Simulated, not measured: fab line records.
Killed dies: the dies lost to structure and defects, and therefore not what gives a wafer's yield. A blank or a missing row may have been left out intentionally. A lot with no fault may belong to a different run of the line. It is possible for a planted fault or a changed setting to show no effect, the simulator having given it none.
fab line records ; flow nand_harc ; part 2 of 2: steps 15 to 26 of 26
[record] lots = 5; wafers = 15; last_day = 33
route steps=1302 shown A_CHANNEL_HOLE_D2@586 A_CHANNEL_FILL_D2@610
lots untouched by any fault: they come from a run of this same line in which no faults occurred
start_h: hours from the record's first day to the start of the lot's first wafer shown ; wait_h: time in hours since the lot's previous step ; " identical to the entry in the row above ; L1.1+2: one row covering several wafers at once ; - no value, or no start was given ; * or withheld: withheld ; < > ~ a bound
route shown NAME@n: a module of which the file shows steps, and the number in the route of the first ; usual: mean/standard deviation of fault-free wafers ; same: alike in all rows ; chamber/n: place in a boat ; sites: per-site readings ; _std_site: standard deviation of those values ; _edge_site: outer sites' mean less inner sites' ; radius_mm: for every site, how far away it sits from the centre of the wafer ; mask NAME#n: copy n ; behind: the tool/chamber that last shaped the wafer ; hold: what put the lot on hold/how long, in hours/how the hold closed ; device: whichever transistor did not switch (one of n, p or np) ; end of line: the tests these same wafers got at the end of their route ; a step given without rows: its recipe and nothing more ; killed: at the first sort, the dies lost to defects and structure; wafer yield is something else ; map: the dies of a wafer, with x for killed, . for not killed, _ for no die there
set.NAME: the setting as run; set.NAME@STEP: as run at that earlier step ; model.NAME: the simulator's own value behind a step, which no gauge read
a table for each step, a row for each wafer; lots at some steps of the route
services: when a tool's chamber went out of use (start_h, in hours from the record's first day, below 0 if earlier), for how many hours, and the reason
[[steps]]
[step NHARC_A_CHANNEL_HOLE_D2_STRIP_41]
[recipe] n2_flow_sccm = 150; h2_flow_sccm = 150; ar_flow_sccm = 0; bias_w = 0; chemistry = N2/H2
lot.wafer;tool;chamber;start_h;wait_h
L075.4+1+6;rie_diel-05;3,1,2;295.95;0.4
L076.3+1+5;rie_diel-02;0,2,0;316.54;0.4
L089.1+2+6;rie_diel-05;2,1,2;451.61;0.5
L093.3+5+6;rie_diel-06;1,3,0;482.95;0.5
L096.2+1+6;rie_diel-06;2,3,3;526.98;0.5
[step NHARC_A_CHANNEL_HOLE_D2_STRIP_42]
[recipe] cf4_flow_sccm = 100; chf3_flow_sccm = 30; ar_flow_sccm = 0; bias_w = 0; chemistry = CF4/CHF3
lot.wafer;tool;chamber;start_h;wait_h
L075.4+1+6;rie_diel-05;0,1,1;296.03;0.1
L076.1+3+5;rie_diel-02;2,3,2;316.66;0.1
L089.1+2+6;rie_diel-05;0,2,0;451.71;0.1
L093.3+5+6;rie_diel-06;2,0,1;483.04;0.1
L096.1+2+6;rie_diel-06;1,2,1;527.08;0.1
[step NHARC_A_CHANNEL_HOLE_D2_STRIP_43]
[recipe] o2_flow_sccm = 400; cos_flow_sccm = 20; ar_flow_sccm = 0; bias_w = 0; chemistry = O2/COS
lot.wafer;tool;chamber;start_h;wait_h
L075.1+4+6;rie_diel-05;3,0,1;296.10;0.1
L076.3+1+5;rie_diel-02;2,3,3;316.72;0.1
L089.2+1+6;rie_diel-05;2,3,2;451.77;0.1
L093.3+6+5;rie_diel-06;3,1,2;483.10;0.1
L096.2+1+6;rie_diel-06;3,0,2;527.14;0.1
[step NHARC_A_CHANNEL_HOLE_D2_ETCH_44]
[recipe] target_depth_a = 1400; overetch_a = 140; time_s = 77; ion_energy_ev = 100; cf4_flow_sccm = 80; o2_flow_sccm = 20; ar_flow_sccm = 0; rf_w = 300; bias_w = 100; chemistry = CF4/O2
[usual] drypump_motor_current_A = 5.8/0.44; oes_product_au = 0.997/0.0097; rf_vpp_V = 197.5/1.3; showerhead_plenum_p_Torr = 1.32/0.045; throttle_valve_pct = 13.397/0.01
lot.wafer;tool;chamber;start_h;wait_h;drypump_motor_current_A;oes_product_au;rf_hours_counter_h;rf_vpp_V;showerhead_plenum_p_Torr;throttle_valve_pct
L075.4;rie_diel-05;0;296.16;0.0;6.3;1.003;1.9;197.1;1.30;13.384
L075.1;rie_diel-05;2;296.16;0.0;6.3;0.999;1.6;196.5;1.30;13.397
L075.6;rie_diel-05;0;296.16;0.0;6.3;0.997;-;197.9;1.30;13.394
L076.1;rie_diel-02;0;316.80;0.1;5.7;1.002;5.8;197.6;1.26;13.385
L076.3;rie_diel-02;2;316.80;0.1;4.9;1.008;5.4;194.4;1.26;13.393
L076.5;rie_diel-02;3;316.80;0.1;6.4;0.980;-;196.4;1.28;13.421
L089.2;rie_diel-05;0;451.84;0.1;6.3;1.003;1.6;196.2;1.30;13.405
L089.1;rie_diel-05;1;451.84;0.1;6.0;0.989;1.5;198.0;1.37;13.386
L089.6;rie_diel-05;2;451.84;0.1;6.3;0.979;-;197.2;1.30;13.382
L093.3;rie_diel-06;3;483.16;0.1;6.0;0.990;6.5;198.3;1.40;13.377
L093.5;rie_diel-06;2;483.16;0.1;6.2;1.005;-;199.2;1.33;13.392
L093.6;rie_diel-06;3;483.16;0.1;6.0;0.990;-;199.2;1.40;13.391
L096.1;rie_diel-06;1;527.21;0.1;5.7;1.002;0.5;199.3;1.34;13.415
L096.2;rie_diel-06;2;527.21;0.1;6.2;1.023;0.5;198.4;1.33;13.399
L096.6;rie_diel-06;3;527.21;0.1;6.0;0.986;-;199.2;1.40;13.393
[step NHARC_A_CHANNEL_HOLE_D2_STRIP_28]
[recipe] o2_flow_sccm = 500; ar_flow_sccm = 0; bias_w = 0; chemistry = O2
[usual] drypump_motor_current_A = 5.9/0.43; oes_product_au = 0.998/0.0099; rf_vpp_V = 57.7/0.81; showerhead_plenum_p_Torr = 3.49/0.11; throttle_valve_pct = 17.037/0.0085
lot.wafer;tool;chamber;start_h;wait_h;drypump_motor_current_A;oes_product_au;rf_hours_counter_h;rf_vpp_V;showerhead_plenum_p_Torr;throttle_valve_pct
L075.4;rie_diel-05;3;-;-;5.6;0.999;2.1;59.0;3.62;17.050
L075.1;rie_diel-05;0;-;-;6.3;0.990;2.0;57.5;3.43;17.034
L075.6;rie_diel-05;3;-;-;5.6;1.014;-;57.5;3.62;17.035
L076.1;rie_diel-02;3;-;-;6.3;0.987;5.3;56.2;3.40;17.032
L076.3;rie_diel-02;0;-;-;5.8;1.013;5.8;57.9;3.34;17.032
L076.5;rie_diel-02;0;-;-;5.8;1.004;-;58.2;3.35;17.033
L089.1;rie_diel-05;1;-;-;6.0;1.002;1.5;58.7;3.61;17.038
L089.2;rie_diel-05;2;-;-;6.3;0.981;1.9;57.0;3.45;17.040
L089.6;rie_diel-05;0;-;-;6.3;1.006;-;57.4;3.43;17.041
L093.3;rie_diel-06;0;-;-;5.2;1.016;9.3;56.9;3.36;17.035
L093.5;rie_diel-06;1;-;-;5.7;0.997;-;56.4;3.54;17.026
L093.6;rie_diel-06;2;-;-;6.3;0.980;-;57.6;3.52;17.027
L096.1;rie_diel-06;1;-;-;5.7;0.993;0.6;59.0;3.54;17.045
L096.2;rie_diel-06;3;-;-;6.0;0.983;0.6;58.4;3.70;17.030
L096.6;rie_diel-06;1;-;-;5.7;0.990;-;59.0;3.54;17.029
[step NHARC_A_CHANNEL_HOLE_D2_PRECLEAN_29]
[recipe] time_s = *; temp_c = 50; bath_age_min = 0; chemistry = SC1
lot.wafer;tool;chamber;start_h;wait_h
L075.6+1+4;wet_bench-06;2,3,6;296.81;-
L076.1+3+5;wet_bench-05;0,1,3;317.57;-
L089.6+2+1;wet_bench-01;1,3,4;452.50;-
L093.5+3+6;wet_bench-05;4,6,7;483.81;-
L096.6+1+2;wet_bench-01;2,3,6;527.87;-
[step NHARC_A_CHANNEL_HOLE_D2_SRD_30]
lot.wafer;tool;chamber;start_h;wait_h
L075.6+1+4;wet_bench-06;2,3,6;-;-
L076.1+3+5;wet_bench-05;0,1,3;-;-
L089.6+2+1;wet_bench-01;1,3,4;-;-
L093.5+3+6;wet_bench-05;4,6,7;-;-
L096.6+1+2;wet_bench-01;2,3,6;527.92;0.0
[step NHARC_A_CHANNEL_HOLE_D2_CD_MEAS_31]
[usual] cd_nm = 89.8/1.4
lot.wafer;tool;chamber;start_h;wait_h;cd_nm
L075.1;cd_sem-01;-;296.95;-;91.5
L075.4;cd_sem-01;-;296.95;-;89.3
L075.6;cd_sem-01;-;296.95;-;87.6
L076.1;cd_sem-01;-;317.70;-;88.4
L076.3;cd_sem-01;-;317.70;-;88.7
L076.5;cd_sem-01;-;317.70;-;87.8
L089.1;cd_sem-02;-;452.63;-;90.6
L089.2;cd_sem-02;-;452.63;-;88.9
L089.6;cd_sem-02;-;452.63;-;90.4
L093.3;cd_sem-01;-;483.95;-;91.3
L093.5;cd_sem-01;-;483.95;-;89.9
L093.6;cd_sem-01;-;483.95;-;91.6
L096.1;cd_sem-01;-;528.03;0.1;88.2
L096.2;cd_sem-01;-;528.03;0.1;88.5
L096.6;cd_sem-01;-;528.03;0.1;89.8
[step NHARC_A_CHANNEL_HOLE_D2_XSEM_32]
[recipe] landing_energy_ev = 35000
[usual] bot_cd_nm = 74.5/1.5; bow_nm = 8.6/0.3; tilt_deg = 0.08/0.048
lot.wafer;tool;chamber;start_h;wait_h;bot_cd_nm;bow_nm;tilt_deg
L075.1;xsem-01;0;297.03;0.1;76.5;8.4;0.12
L075.4;xsem-01;0;297.03;0.1;74.1;8.4;0.12
L075.6;xsem-01;0;297.03;0.1;72.5;8.4;0.12
L076.1;xsem-01;0;317.79;0.1;73.4;8.3;0.07
L076.3;xsem-01;0;317.79;0.1;73.1;8.3;0.06
L076.5;xsem-01;0;317.79;0.1;72.4;8.2;0.06
L089.1;xsem-02;0;452.72;0.1;75.7;8.5;0.05
L089.2;xsem-02;0;452.72;0.1;73.7;8.5;0.05
L089.6;xsem-02;0;452.72;0.1;75.1;8.6;0.05
L093.3;xsem-02;0;484.04;0.1;75.8;8.8;0.05
L093.5;xsem-02;0;484.04;0.1;75.2;8.8;0.05
L093.6;xsem-02;0;484.04;0.1;77.1;8.8;0.05
L096.1;xsem-02;0;528.12;0.1;71.9;8.7;0.09
L096.2;xsem-02;0;528.12;0.1;72.8;8.7;0.08
L096.6;xsem-02;0;528.12;0.1;73.6;8.7;0.09
[step NHARC_A_CHANNEL_HOLE_D2_INSPECT_40]
[usual] raw_defect_count = 286/93
lot.wafer;tool;chamber;start_h;wait_h;raw_defect_count
L075.1;defect_inspect-01;-;297.13;-;376
L075.4;defect_inspect-01;-;297.13;-;362
L075.6;defect_inspect-01;-;297.13;-;392
L076.1;defect_inspect-02;-;317.89;-;245
L076.3;defect_inspect-02;-;317.89;-;346
L076.5;defect_inspect-02;-;317.89;-;206
L089.1;defect_inspect-01;-;452.82;-;263
L089.2;defect_inspect-01;-;452.82;-;300
L089.6;defect_inspect-01;-;452.82;-;205
L093.3;defect_inspect-02;-;484.14;-;306
L093.5;defect_inspect-02;-;484.14;-;229
L093.6;defect_inspect-02;-;484.14;-;182
L096.1;defect_inspect-01;-;528.22;-;270
L096.2;defect_inspect-01;-;528.22;-;189
L096.6;defect_inspect-01;-;528.22;-;220
[step NHARC_A_CHANNEL_FILL_D2_PRECLEAN_00]
[recipe] time_s = *; temp_c = 50; bath_age_min = 0; chemistry = SC1
lot.wafer;tool;chamber;start_h;wait_h
L075.6+4+1;wet_bench-07;4,5,6;297.19;0.1
L076.1+3+5;wet_bench-07;0,2,4;317.94;0.1
L089.1+2+6;wet_bench-09;7,2,3;452.87;0.1
L093.6+3+5;wet_bench-02;3,6,0;484.19;0.0
L096.1+2+6;wet_bench-02;4,6,7;528.28;0.1
[step NHARC_A_CHANNEL_FILL_D2_SRD_01]
lot.wafer;tool;chamber;start_h;wait_h
L075.6+4+1;wet_bench-07;4,5,6;-;-
L076.1+3+5;wet_bench-07;0,2,4;-;-
L089.1+2+6;wet_bench-09;7,2,3;-;-
L093.6+3+5;wet_bench-02;3,6,0;-;-
L096.1+2+6;wet_bench-02;4,6,7;-;-
[[services]]
tool;chamber;start_h;hours;kind
wet_bench-01;-;277.60;8.0;pm
rie_diel-02;3;295.07;3.0;repair
rie_diel-02;2;303.98;4.1;repair
wet_bench-05;-;306.35;4.4;repair
rie_diel-06;-;307.22;9.0;pm
wet_bench-07;-;322.82;1.5;repair
wet_bench-07;-;333.73;1.7;repair
wet_bench-07;-;336.03;8.0;pm
rie_diel-02;2;340.26;21.9;repair
rie_diel-06;3;341.48;11.9;repair
wet_bench-02;-;342.17;0.6;repair
rie_diel-06;1;371.91;16.1;repair
har_etch-02;-;377.00;17.0;pm
rie_diel-06;0;383.56;3.0;repair
rie_diel-02;2;384.88;6.6;repair
rie_diel-05;0;387.50;24.7;repair
rie_diel-02;-;393.70;9.0;pm
rie_diel-05;-;406.60;9.0;pm
wet_bench-01;-;412.93;9.9;repair
rie_diel-06;3;462.93;16.6;repair
rie_diel-05;0;466.58;3.2;repair
rie_diel-06;-;484.22;9.0;pm
rie_diel-06;3;503.65;4.3;repair
rie_diel-02;2;526.87;5.0;repair
